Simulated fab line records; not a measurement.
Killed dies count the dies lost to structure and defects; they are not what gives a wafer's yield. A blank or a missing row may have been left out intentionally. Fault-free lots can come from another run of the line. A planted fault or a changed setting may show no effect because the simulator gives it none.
A lot that was struck, set against a sound lot | flow n5Finfet | 36 out of 1938 route steps
Sound: wafers L132.1, L132.2, L132.6. Wafers struck: L152.3, L152.5, L152.6. At the end, the cause is stated.
At each step with rows: each side's tool, then ch and its chambers, then its first start. Under that, the readings that differ: sound wafers | struck wafers | difference of the means | sigmas: that difference in standard deviations of wafers without a fault.
alike: readings whose means differ by less than 2 such deviations, and words and numbers that are the same on both sides. not compared: withheld readings, readings that some wafer has no value for, bounds like >300 that may hide the same value, and numbers for which the record gives no deviation and whose values overlap.
Wherever a step has rows on one side only, a row that says differs or no value, or a row with sigmas, the two part there. Numbers that have no deviation but don't overlap get no sigmas and don't part them. Lack of a reading on every wafer of one side parts them only where that side has two or more wafers.

first, 9 steps without rows for these wafers: N5_BEOL_M4_ANNEAL_95 (time 240 s); N5_BEOL_M4_SPUTTER_96 (material Cu, target thk 4.5 nm, time 8.29 s); N5_BEOL_M4_ECD_50 (material Cu, target thk 300 nm); N5_BEOL_M4_ANNEAL_51 (time 90 s); N5_BEOL_M4_CMP_52 (polishes, stops on SiOC, t overpolish 6.8 s, target thk 40 nm); N5_BEOL_M4_PRE_CLEAN_60 (time 15 s); N5_BEOL_M4_CO_CAP_55 (material Co, precursor CCTBA/H2, target thk 2 nm, time 102.1 s); N5_BEOL_M4_PRE_CLEAN_56 (time 15 s); N5_BEOL_M4_DEP_57 (deposits SiCN from 3MS/NH3, target thk 8 nm, time 14 s).
N5_BEOL_M4_RC_MEAS_101:
  sound on prober-01 ch 0, day 7 18:26; struck on prober-02 ch 0, day 12 17:34
  alike: DIBL_N, DIBL_P, IOFF_N, IOFF_P, ION_N, ION_P, SS_N, SS_P, VT_N, VT_P
then, 24 steps without rows for these wafers: N5_BEOL_M5_ILD_DEP_00 (deposits SiCOH lowk from DEMS/porogen, target thk 140.64 nm, time 25.9 s); N5_BEOL_M5_CURE_79 (cures SiCOH lowk, time 240 s); N5_BEOL_M5_PECVD_70 (deposits SiO2 from TEOS/O2, target thk 16 nm, time 18 s); N5_BEOL_M5_HM_DEP_02 (deposits TiN, target thk 20 nm); N5_BEOL_M5_COAT_59 (time 60 s, resist thk 60 nm); N5_BEOL_M5_COAT_60 (time 60 s, resist thk 12 nm); N5_BEOL_M5_COAT_71 (time 60 s, resist thk 5 nm); N5_BEOL_M5_COAT_05 (resist thk 30 nm); N5_BEOL_M5_EBR_07; N5_BEOL_M5_SOFTBAKE_06 (time 60 s); N5_BEOL_M5_EXPOSE_08 (exposes mask M5, target cd 28 nm); N5_BEOL_M5_PEB_09 (peb time 60 s); N5_BEOL_M5_DEVELOP_10 (develop time 30 s); N5_BEOL_M5_DESCUM_16 (chemistry O2, time 7 s); N5_BEOL_M5_ETCH_72 (etches underlayer in N2/H2, target depth 6.5 nm, time 5.2 s); N5_BEOL_M5_ETCH_61 (etches SiARC in CF4, target depth 15.6 nm, time 26 s); N5_BEOL_M5_ETCH_62 (etches SOC in N2/H2, target depth 75 nm, overetch 15 nm, time 112.5 s); N5_BEOL_M5_STRIP_63 (strips in N2/H2); N5_BEOL_M5_STRIP_73 (strips in N2/H2); N5_BEOL_M5_STRIP_64 (strips in CF4); N5_BEOL_M5_HM_OPEN_17 (chemistry Cl2/BCl3, target TiN, target depth 20 nm, overetch 6 nm); N5_BEOL_M5_STRIP_19 (strips in O2); N5_BEOL_M5_COAT_65 (time 60 s, resist thk 60 nm); N5_BEOL_M5_COAT_66 (time 60 s, resist thk 12 nm).
-- here the record skips 3 days between the struck wafers' starts before and after, leaving off in module BEOL_M5 and picking up in module BEOL_M15 (first step shown: number 1813 of the route) --
N5_BEOL_M15_STRIP_37: strips in O2.
  sound on rieDiel-06 ch 0,2, day 11 14:52; struck on rieDiel-04 ch 2,3, day 16 03:28
  no value came back on the struck wafers for any of 7 readings (biasPowerW (W), chamberPressureMTorr (mTorr) and others); on the sound wafers biasPowerW (W) reads 0 0 0
  not compared: rfHoursCounterH
N5_PASSIVATION_PROBE_49:
  sound on prober-02 at day 12 04:59; struck on prober-02 at day 16 21:26
reading                 | sound          | struck         | difference | sigmas
defectLimitedYield (%)  | 90.9 92.2 89.5 | 0 0 0          | -91        | -65
killed_at_M4_up         | 18 10 10       | 1080 1060 1078 | +1060      | +99 or more
killedDies              | 107 92 124     | 1180 1180 1180 | +1072      | +63
killedOnRim             | 9 16 18        | 152 152 152    | +138       | +35
sort_bin_5_function (%) | 5.1 4.5 4.9    | 96.2 94.6 95.4 | +90.6      | +91
sortNPass               | 1073 1088 1056 | 0 0 0          | -1072      | -60
sortYieldPct (%)        | 90.9 92.2 89.5 | 0 0 0          | -91        | -57
  alike: killed_at_M0_to_M3, killedAtContacts, killedAtFrontEnd, killedAtOther, killedOpen, killedShort, sort_bin_6_memory

## WHERE THEY PART
First at N5_BEOL_M15_STRIP_37; last, within this record, at N5_PASSIVATION_PROBE_49.

WHY: the cause the simulator had injected
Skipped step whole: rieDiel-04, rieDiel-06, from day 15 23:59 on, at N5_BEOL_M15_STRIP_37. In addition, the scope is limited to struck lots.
